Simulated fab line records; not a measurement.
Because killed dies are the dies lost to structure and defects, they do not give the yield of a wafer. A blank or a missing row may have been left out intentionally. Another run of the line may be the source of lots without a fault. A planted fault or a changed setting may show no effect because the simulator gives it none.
Chamber matching    flow n5-finfet    N5_BEOL_M3_ALD_84 on ald-metal-04: 4 sister chambers
The step deposits TaN, pulse time 2 s, purge time 3 s, co reactant purge time 2 s. 8 wafers are shown with their chamber, then 10 later ones without.

WAFERS PAIRED WITH THEIR CHAMBERS
wafer   chamber  heater-power-w (W)  mfc-carrier-sccm (sccm)
L084.3  1        470                 1496
L087.5  3        376                 1504
L088.3  1        466                 1499
L088.4  3        368                 1497
L089.1  0        430                 1493
L089.5  2        376                 1502
L091.2  2        375                 1504
L091.3  0        428                 1499

WAFERS WITH NO CHAMBER GIVEN
wafer   heater-power-w (W)  mfc-carrier-sccm (sccm)
L091.6  421                 1500
L092.1  469                 1506
L092.2  419                 1504
L092.3  377                 1502
L096.2  381                 1490
L096.4  464                 1497
L096.6  435                 1500
L097.3  377                 1503
L097.5  419                 1501
L097.6  389                 1504

EACH ONE'S CHAMBER
wafer   from the rows above      in truth
L091.6  0                        0
L092.1  1                        1
L092.2  0                        0
L092.3  can't be placed: 2 or 3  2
L096.2  can't be placed: 3 or 2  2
L096.4  1                        1
L096.6  0                        0
L097.3  can't be placed: 2 or 3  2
L097.5  0                        0
L097.6  can't be placed: 2 or 3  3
Correct placement for 6 of the 10. Cannot be placed on the basis of these rows: 4; the candidates contain the true chamber in 4. Placed wrongly: 0.
How it was worked out, from the rows above alone: a wafer's distance from a chamber is the root of the sum, over the readings, of the square of ((its reading less the chamber's mean) divided by the reading's scatter). The wafer belongs to the nearest chamber; if the next one is less than 2 further off, it can't be placed. For every chamber, the mean is computed from those of its wafers that are shown. The scatter is the square root of a quotient: the sum, over the shown wafers, of each reading's squared deviation from its chamber's mean, divided by wafers minus chambers.
